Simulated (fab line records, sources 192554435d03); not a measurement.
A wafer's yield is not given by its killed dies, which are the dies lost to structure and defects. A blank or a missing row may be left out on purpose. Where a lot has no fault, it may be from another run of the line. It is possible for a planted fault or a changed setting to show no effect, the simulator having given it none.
Matching of chambers :: flow n5Finfet :: uvCure-02 running N5_BEOL_M6_CURE_75: 3 sister chambers
The step cures SiCOH lowk, time 120 s. 6 wafers are shown with their chamber, then 12 later ones without.

EACH WAFER AND ITS CHAMBER
wafer: L074.2
chamber: 0
wafer_temp_C_max: 372.0
lampPowerPct (%): 52.27

wafer: L074.3
chamber: 0
wafer_temp_C_max: 371.2
lampPowerPct (%): 52.33

wafer: L082.5
chamber: 2
wafer_temp_C_max: 372.3
lampPowerPct (%): 52.27

wafer: L082.6
chamber: 2
wafer_temp_C_max: 372.1
lampPowerPct (%): 52.38

wafer: L085.4
chamber: 1
wafer_temp_C_max: 372.1
lampPowerPct (%): 52.32

wafer: L085.5
chamber: 1
wafer_temp_C_max: 372.2
lampPowerPct (%): 52.18

WAFERS MISSING THEIR CHAMBER
wafer: L088.1
wafer_temp_C_max: 372.9
lampPowerPct (%): 52.33

wafer: L088.4
wafer_temp_C_max: 372.0
lampPowerPct (%): 52.27

wafer: L088.5
wafer_temp_C_max: 372.0
lampPowerPct (%): 52.25

wafer: L088.2
wafer_temp_C_max: 372.1
lampPowerPct (%): 52.37

wafer: L088.3
wafer_temp_C_max: 372.7
lampPowerPct (%): 52.26

wafer: L088.6
wafer_temp_C_max: 372.1
lampPowerPct (%): 52.28

wafer: L091.3
wafer_temp_C_max: 372.6
lampPowerPct (%): 52.27

wafer: L091.4
wafer_temp_C_max: 372.3
lampPowerPct (%): 52.33

wafer: L091.6
wafer_temp_C_max: 371.9
lampPowerPct (%): 52.42

wafer: L096.1
wafer_temp_C_max: 371.8
lampPowerPct (%): 52.32

wafer: L096.2
wafer_temp_C_max: 372.1
lampPowerPct (%): 52.24

wafer: L096.6
wafer_temp_C_max: 372.6
lampPowerPct (%): 52.20

WHICH CHAMBER EACH WENT THROUGH
wafer: L088.1
from the rows above: can't be placed: 2 or 1 or 0
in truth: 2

wafer: L088.4
from the rows above: can't be placed: 1 or 2 or 0
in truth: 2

wafer: L088.5
from the rows above: can't be placed: 1 or 2 or 0
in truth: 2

wafer: L088.2
from the rows above: can't be placed: 2 or 1 or 0
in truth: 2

wafer: L088.3
from the rows above: can't be placed: 1 or 2 or 0
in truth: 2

wafer: L088.6
from the rows above: can't be placed: 1 or 2 or 0
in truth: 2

wafer: L091.3
from the rows above: can't be placed: 1 or 2 or 0
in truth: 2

wafer: L091.4
from the rows above: can't be placed: 2 or 1 or 0
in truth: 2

wafer: L091.6
from the rows above: can't be placed: 2 or 0 or 1
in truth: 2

wafer: L096.1
from the rows above: can't be placed: 0 or 2 or 1
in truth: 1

wafer: L096.2
from the rows above: can't be placed: 1 or 2 or 0
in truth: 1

wafer: L096.6
from the rows above: can't be placed: 1 or 2 or 0
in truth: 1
Correct placement for 0 of the 12. Can't be placed from these rows: 12 (the true chamber is among the candidates in 12). Wrongly placed: 0.
How it was worked out, from the rows above alone: a wafer's distance from a chamber is the root of the sum, over the readings, of the square of ((its reading less the chamber's mean) divided by the reading's scatter). The wafer belongs to the nearest chamber; if the next one is less than 2 further off, it can't be placed. Each chamber's mean is taken over the wafers shown for it. The scatter is the square root of a quotient: the sum, over the shown wafers, of each reading's squared deviation from its chamber's mean, divided by wafers minus chambers.
